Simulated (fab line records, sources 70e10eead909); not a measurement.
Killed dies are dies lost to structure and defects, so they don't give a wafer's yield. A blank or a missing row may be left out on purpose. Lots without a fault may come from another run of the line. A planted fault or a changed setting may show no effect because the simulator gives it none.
Chamber matching | flow nand_harc | NHARC_P_M2_PRE_CLEAN_32 on pecvd-03: 3 sister chambers
The step time 12 s. 22 wafers are shown with their chamber, then 11 later ones without.

WAFERS WITH THEIR CHAMBER
wafer  | chamber | heater_power_w (W)
L076.1 | 1       | 613
L076.3 | 0       | 544
L076.4 | 1       | 606
L077.3 | 2       | 579
L077.4 | 2       | 578
L077.6 | 1       | 697
L078.1 | 1       | 664
L078.4 | 1       | 664
L078.6 | 2       | 542
L079.1 | 1       | 693
L079.2 | 2       | 529
L079.4 | 2       | 523
L083.2 | 2       | 531
L083.3 | 1       | 554
L083.4 | 0       | 645
L085.2 | 2       | 530
L085.3 | 0       | 634
L085.6 | 0       | 624
L087.2 | 1       | 591
L087.4 | 2       | 562
L087.5 | 1       | 604
L093.3 | 0       | 639

SIGNATURES (means of the wafers above)
reading        | chamber 0 | chamber 1 | chamber 2 | scatter within a chamber
heater_power_w | 617.20    | 631.78    | 546.75    | 39.9
Rule: a wafer's distance from a chamber is the root of the sum, over the readings, of the square of ((its reading less the chamber's mean) divided by the reading's scatter). The wafer belongs to the nearest chamber; if the next one is less than 2 further off, it can't be placed. The scatter: the root of (the sum of the squares of (reading less its chamber's mean) over the shown wafers, divided by (wafers less chambers)).

WAFERS WITHOUT THEIR CHAMBER
wafer  | heater_power_w (W)
L093.5 | 672
L093.6 | 556
L094.4 | 638
L094.5 | 594
L094.6 | 579
L095.1 | 520
L095.2 | 573
L095.5 | 556
L096.1 | 539
L096.2 | 526
L096.3 | 590

WHICH CHAMBER EACH WENT THROUGH
wafer  | from the rows above          | in truth
L093.5 | can't be placed: 1 or 0      | 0
L093.6 | can't be placed: 2 or 0 or 1 | 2
L094.4 | can't be placed: 1 or 0      | 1
L094.5 | can't be placed: 0 or 1 or 2 | 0
L094.6 | can't be placed: 2 or 0 or 1 | 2
L095.1 | can't be placed: 2 or 0      | 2
L095.2 | can't be placed: 2 or 0 or 1 | 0
L095.5 | can't be placed: 2 or 0 or 1 | 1
L096.1 | can't be placed: 2 or 0      | 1
L096.2 | can't be placed: 2 or 0      | 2
L096.3 | can't be placed: 0 or 1 or 2 | 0
Placed correctly: 0 of 11. Can't be placed from these rows: 11 (the true chamber is among the candidates in 10). Placed wrongly: 0.
